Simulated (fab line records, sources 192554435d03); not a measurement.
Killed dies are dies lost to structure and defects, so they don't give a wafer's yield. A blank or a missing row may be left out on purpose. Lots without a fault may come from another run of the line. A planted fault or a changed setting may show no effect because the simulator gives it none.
fab line records | flow n5_finfet | part 2 of 2: steps 23 to 35 of 35
record lots=5 wafers=15 last_day=16
route steps=1938 shown BEOL_M14@1770 BEOL_M15@1773
lots that met no fault: from a run of the same line without faults
start_h: hours from the record's first day to the start of the lot's first wafer shown | wait_h: hours since the lot's step before | " the same as in the row above | L1.1+2: a row that stands for several wafers | - no value, or no start given | * or withheld: withheld | < > ~ a bound
route shown NAME@n: a module of which the file shows steps, and the number in the route of the first | usual: mean/standard deviation of fault-free wafers | same: alike in all rows | chamber/n: place in a boat | sites: the reading at each site | _std_site: their standard deviation | _edge_site: outer sites' mean less inner sites' | radius_mm: how far each site lies from the wafer's centre | mask NAME#n: copy n | behind: the tool/chamber that last shaped the wafer | hold: why the lot was held/for how many hours/how that ended | device: the transistor (n, p or np) that didn't switch | end of line: the same wafers' tests at the end of the route | a step without rows: its recipe alone | killed: dies lost to structure and defects at the first sort, not the wafer's yield | map: a wafer's dies, x killed, . not, _ none there
set.NAME: the setting as run; set.NAME@STEP: as run at that earlier step | model.NAME: the simulator's own value behind a step, which no gauge read
lots at some steps of the route; a table a step, a row a wafer
services: from which hour (start_h, from the record's first day; less than 0 if before it) a tool's chamber was out of use, for how many hours, and why
## steps
# step N5_BEOL_M15_SRD_66
# recipe time_s=30 temp_c=23 rinse_liquid=diw dry=n2_spin spin_rpm=1500 dry_time_s=30
# same time_s=30
# columns lot.wafer tool chamber start_h wait_h
L074.2+4+5 wet_bench-03 5,0,6 289.94 0.0
L075.1+3+5 wet_bench-05 0,5,6 321.39 0.0
L080.2+3+5 wet_bench-05 6,7,1 343.13 0.0
L082.1+2+5 wet_bench-03 1,4,5 360.10 0.0
L087.3+4+6 wet_bench-06 2,6,5 372.55 0.0
# step N5_BEOL_M15_CD_MEAS_17
# recipe target_cd_nm=360 polarity=opening
# usual cd_nm=363.3/2.2
# columns lot.wafer tool chamber start_h wait_h cd_nm
L074.2 cd_sem-02 - 289.98 0.0 361.6
L074.4 " - " " 361.5
L074.5 " - " " 360.0
L075.1 cd_sem-01 - 321.43 0.0 361.7
L075.3 " - " " 364.6
L075.5 " - " " 362.6
L080.2 cd_sem-03 - 343.17 0.0 363.6
L080.3 " - " " 361.2
L080.5 " - " " 358.6
L082.1 cd_sem-01 - 360.14 0.0 368.4
L082.2 " - " " 362.5
L082.5 " - " " 368.6
L087.3 cd_sem-01 - 372.60 0.0 362.0
L087.4 " - " " 365.9
L087.6 " - " " 368.6
# step N5_BEOL_M15_COAT_56
# recipe resist=SOC temp_c=250 time_s=60 spin_rpm=1500 resist_thk_nm=550
# same time_s=60
# columns lot.wafer tool chamber start_h wait_h
L074.2+4+5 litho_track-03 0 290.02 0.0
L075.1+3+5 litho_track-01 0 321.47 0.0
L080.2+3+5 litho_track-05 0 343.21 0.0
L082.1+2+5 litho_track-03 0 360.17 0.0
L087.3+4+6 litho_track-03 0 372.64 0.0
# step N5_BEOL_M15_ETCH_57
# recipe chemistry=N2/H2 target=SOC source_w=3000 bias_w=350 time_s=750 ion_energy_ev=200 pressure_mtorr=30 n2_flow_sccm=200 h2_flow_sccm=200
# usual chamber_pressure_mTorr=29.997/0.027 drypump_motor_current_A=5.7/0.44 oes_product_au=0.82/0.09 rf_fwd_power_W=2998/9.1 rf_vpp_V=523.8/2.7 showerhead_plenum_p_Torr=2.54/0.097 throttle_valve_pct=17.8/0.34
# same time_s=750
# columns lot.wafer tool chamber start_h wait_h chamber_pressure_mTorr drypump_motor_current_A oes_product_au rf_fwd_power_W rf_hours_counter_h rf_vpp_V showerhead_plenum_p_Torr throttle_valve_pct
L074.2 rie_diel-05 1 290.08 - 30.012 5.7 1.02 3015 1 524.0 2.62 17.6
L074.4 " 0 " " 29.959 5.7 0.91 2993 30 522.1 2.47 17.7
L074.5 " 3 " " 29.988 5.1 0.69 2995 - 522.5 2.51 17.7
L075.1 rie_diel-02 2 321.81 - 30.047 5.3 0.75 3001 162 520.8 2.43 17.8
L075.3 " 0 " " 30.007 6.2 0.89 3000 29 526.4 2.60 17.3
L075.5 " 2 " " 29.998 5.3 0.75 3010 - 520.3 2.43 17.8
L080.2 rie_diel-05 2 343.27 - 29.990 6.0 0.72 2987 191 526.4 2.64 18.3
L080.3 " 0 " " 30.002 5.7 0.88 3004 47 522.6 2.47 17.7
L080.5 " 0 " " 29.991 5.8 0.88 3003 - 521.5 2.47 17.7
L082.1 rie_diel-05 0 360.26 - 30.016 5.8 0.87 3015 52 521.6 2.46 17.7
L082.2 " 1 " " 29.989 5.7 0.92 3002 24 525.1 2.61 17.7
L082.5 " 0 " " 29.966 5.8 0.87 2998 - 522.3 2.46 17.7
L087.3 rie_diel-05 0 372.70 - 30.059 5.8 0.87 2998 56 520.6 2.46 17.7
L087.4 " 3 " " 30.016 5.2 0.96 2988 9 521.5 2.50 17.3
L087.6 " 3 " " 29.998 5.1 0.96 2978 - 522.5 2.50 17.3
# step N5_BEOL_M15_COAT_60
# recipe resist=BARC temp_c=205 time_s=60 spin_rpm=1500 resist_thk_nm=89
# same time_s=60
# columns lot.wafer tool chamber start_h wait_h
L074.2+4+5 litho_track-03 0 290.59 0.3
L075.1+3+5 litho_track-01 0 322.31 0.3
L080.2+3+5 litho_track-03 0 343.77 0.3
L082.1+2+5 litho_track-05 0 360.76 0.3
L087.3+4+6 litho_track-03 0 373.20 0.3
# step N5_BEOL_M15_COAT_22
# recipe spin_rpm=1704 resist_thk_nm=800
# columns lot.wafer tool chamber start_h wait_h
L074.2+4+5 litho_track-03 0 - -
L075.1+3+5 litho_track-01 0 - -
L080.2+3+5 litho_track-03 0 - -
L082.1+2+5 litho_track-05 0 - -
L087.3+4+6 litho_track-03 0 - -
# step N5_BEOL_M15_EBR_24
# recipe solvent=PGMEA ebr_width_mm=1.5
# columns lot.wafer tool chamber start_h wait_h
L074.2+4+5 litho_track-03 0 - -
L075.1+3+5 litho_track-01 0 - -
L080.2+3+5 litho_track-03 0 - -
L082.1+2+5 litho_track-05 0 - -
L087.3+4+6 litho_track-03 0 - -
# step N5_BEOL_M15_SOFTBAKE_23
# recipe temp_c=130 time_s=60
# same time_s=60
# columns lot.wafer tool chamber start_h wait_h
L074.2+4+5 litho_track-03 0 - -
L075.1+3+5 litho_track-01 0 - -
L080.2+3+5 litho_track-03 0 - -
L082.1+2+5 litho_track-05 0 - -
L087.3+4+6 litho_track-03 0 - -
# step N5_BEOL_M15_EXPOSE_25
# recipe mask_id=M15 na=0.8 source_shape=annular sigma_inner=0.5 sigma_outer=0.8 polarization=unpolarized target_cd_nm=400 dose_mj=35.5
# columns lot.wafer tool chamber start_h wait_h mask
L074.2+4+5 krf_scanner-02 0 290.82 - M15#0
L075.1+3+5 krf_scanner-01 0 322.41 - M15#0
L080.2+3+5 krf_scanner-02 0 344.00 - M15#0
L082.1+2+5 krf_scanner-01 0 360.98 - M15#0
L087.3+4+6 krf_scanner-01 0 373.43 - M15#0
# step N5_BEOL_M15_PEB_26
# recipe peb_temp_c=130 peb_time_s=90
# columns lot.wafer tool chamber start_h wait_h
L074.2+4+5 litho_track-03 0 290.87 0.0
L075.1+3+5 litho_track-01 0 322.46 0.1
L080.2+3+5 litho_track-01 0 344.06 0.0
L082.1+2+5 litho_track-05 0 361.04 0.1
L087.3+4+6 litho_track-01 0 373.48 0.0
# step N5_BEOL_M15_DEVELOP_27
# recipe develop_time_s=45 rinse_liquid=diw dry=air_spin dev_temp_c=21
# columns lot.wafer tool chamber start_h wait_h
L074.2+4+5 litho_track-03 0 - -
L075.1+3+5 litho_track-01 0 - -
L080.2+3+5 litho_track-01 0 - -
L082.1+2+5 litho_track-05 0 - -
L087.3+4+6 litho_track-01 0 - -
# step N5_BEOL_M15_HARDBAKE_32
# recipe temp_c=130 time_s=120
# same time_s=120
# columns lot.wafer tool chamber start_h wait_h
L074.2+4+5 litho_track-03 0 - -
L075.1+3+5 litho_track-01 0 - -
L080.2+3+5 litho_track-01 0 - -
L082.1+2+5 litho_track-05 0 - -
L087.3+4+6 litho_track-01 0 - -
# step N5_BEOL_M15_CD_MEAS_28
# recipe target_cd_nm=407.6 landing_energy_ev=500 detector=se_inlens
# usual cd_nm=406.9/2.2
# columns lot.wafer tool chamber start_h wait_h cd_nm
L074.2 cd_sem-03 0 290.98 - 410.7
L074.4 " 0 " " 411.7
L074.5 " 0 " " 409.6
L075.1 cd_sem-03 0 322.58 - 407.5
L075.3 " 0 " " 405.3
L075.5 " 0 " " 405.2
L080.2 cd_sem-02 0 344.17 - 403.7
L080.3 " 0 " " 403.4
L080.5 " 0 " " 403.3
L082.1 cd_sem-01 0 361.16 - 408.1
L082.2 " 0 " " 406.7
L082.5 " 0 " " 408.8
L087.3 cd_sem-01 0 373.60 - 406.1
L087.4 " 0 " " 407.5
L087.6 " 0 " " 404.2
## services
# columns tool chamber start_h hours kind
rie_diel-05 1 264.80 - clean
rie_diel-05 1 264.80 - consumable_replace:focus_ring
rie_diel-05 1 264.80 21.0 scheduled_down
rie_diel-05 1 264.80 21.0 vent_cycle
litho_track-03 - 272.45 - consumable_replace:filter
krf_scanner-02 - 282.99 4.4 pm
pecvd-01 - 284.69 6.0 pm
krf_scanner-01 - 292.44 0.1 repair
pecvd-03 - 296.50 5.5 pm
rie_diel-06 - 299.45 1.1 repair
krf_scanner-02 - 307.19 0.8 pm
rie_diel-05 2 308.01 10.4 repair
pecvd-02 - 308.73 1.0 repair
krf_scanner-01 - 310.74 1.3 pm
krf_scanner-02 - 319.45 4.0 repair
krf_scanner-01 - 323.42 1.0 pm
krf_scanner-01 - 324.42 0.8 pm
rie_diel-05 3 329.66 - clean
rie_diel-05 3 329.66 - consumable_replace:focus_ring
pecvd-03 - 346.72 1.8 repair
rie_diel-02 0 347.03 9.0 repair
rie_diel-06 1 354.73 9.2 repair
pecvd-02 1 357.81 13.2 repair
litho_track-03 - 373.28 - consumable_replace:filter
